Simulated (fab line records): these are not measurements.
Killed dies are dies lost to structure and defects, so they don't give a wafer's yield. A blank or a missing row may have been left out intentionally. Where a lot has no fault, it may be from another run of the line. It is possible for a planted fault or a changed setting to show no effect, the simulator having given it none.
Chamber matching + flow n5-finfet + N5_MOL_CONTACT_COAG_CMP_23 on cmp-04 has 4 sister chambers
The step polishes, stops on SiO2, t overpolish 1.5 s, target thk 0 nm. 16 wafers are shown with their chamber, then 8 later ones without.

## WAFERS PAIRED WITH THEIR CHAMBERS
| wafer  | chamber | time-to-endpoint-s (s) | motor-current-A (A) | slurry-filter-dp-kPa (kPa) |
|--------|---------|------------------------|---------------------|----------------------------|
| L074.1 | 2       | 9.0                    | 9.3                 | 13.35                      |
| L074.3 | 3       | 9.7                    | 9.4                 | 13.74                      |
| L074.5 | 0       | 7.6                    | 8.5                 | 13.79                      |
| L088.2 | 3       | 13.1                   | 8.8                 | 13.70                      |
| L088.3 | 2       | 9.1                    | 9.3                 | 13.41                      |
| L088.4 | 1       | 12.6                   | 8.6                 | 13.58                      |
| L090.3 | 2       | 9.1                    | 9.5                 | 13.30                      |
| L090.4 | 3       | 12.6                   | 9.7                 | 13.35                      |
| L090.6 | 0       | 8.7                    | 8.7                 | 13.48                      |
| L091.2 | 0       | 8.9                    | 8.4                 | 13.54                      |
| L091.5 | 2       | 9.8                    | 9.2                 | 13.51                      |
| L091.6 | 3       | 14.2                   | 9.8                 | 13.57                      |
| L092.3 | 0       | 8.3                    | 8.8                 | 13.47                      |
| L092.5 | 1       | 12.7                   | 7.7                 | 13.41                      |
| L092.6 | 0       | 6.8                    | 8.1                 | 13.58                      |
| L093.2 | 2       | 10.3                   | 9.2                 | 13.20                      |

SIGNATURES (means of the wafers above)
| reading              | chamber 0 | chamber 1 | chamber 2 | chamber 3 | scatter within a chamber |
|----------------------|-----------|-----------|-----------|-----------|--------------------------|
| time-to-endpoint-s   | 8.060     | 12.650    | 9.460     | 12.400    | 1.13                     |
| motor-current-A      | 8.500     | 8.150     | 9.300     | 9.425     | 0.338                    |
| slurry-filter-dp-kPa | 13.5720   | 13.4950   | 13.3540   | 13.5900   | 0.138                    |
Rule: a wafer lies at a distance from a chamber equal to the root of the sum of squares, over the readings, of (its reading less the chamber's mean, divided by the reading's scatter). The wafer belongs to the nearest chamber; if the next one is less than 2 further off, it can't be placed. The scatter: take each reading less its chamber's mean, square it, sum over the shown wafers, divide by the number of wafers less the number of chambers, and take the root.

## WAFERS WITHOUT THEIR CHAMBER
| wafer  | time-to-endpoint-s (s) | motor-current-A (A) | slurry-filter-dp-kPa (kPa) |
|--------|------------------------|---------------------|----------------------------|
| L093.3 | 10.7                   | 9.8                 | 13.42                      |
| L093.4 | 12.3                   | 8.6                 | 13.45                      |
| L094.3 | 10.1                   | 8.4                 | 13.51                      |
| L094.5 | 7.0                    | 8.4                 | 13.64                      |
| L094.6 | 12.3                   | 9.2                 | 13.56                      |
| L095.2 | 11.0                   | 10.4                | 13.52                      |
| L095.5 | 3.7                    | 8.5                 | 13.43                      |
| L095.6 | 8.8                    | 8.1                 | 13.84                      |

## WHICH CHAMBER EACH WENT THROUGH
| wafer  | from the rows above               | in truth |
|--------|-----------------------------------|----------|
| L093.3 | can't be placed: 2 or 3           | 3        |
| L093.4 | can't be placed: 1 or 3 or 2      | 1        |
| L094.3 | can't be placed: 0 or 1 or 2 or 3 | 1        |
| L094.5 | 0                                 | 0        |
| L094.6 | 3                                 | 3        |
| L095.2 | can't be placed: 3 or 2           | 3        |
| L095.5 | can't be placed: 0 or 2           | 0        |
| L095.6 | can't be placed: 0 or 1           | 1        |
Correct placement for 2 of the 8. From these rows, 6 cannot be placed; in 6 the true chamber is one of the candidates. Wrongly placed: 0.
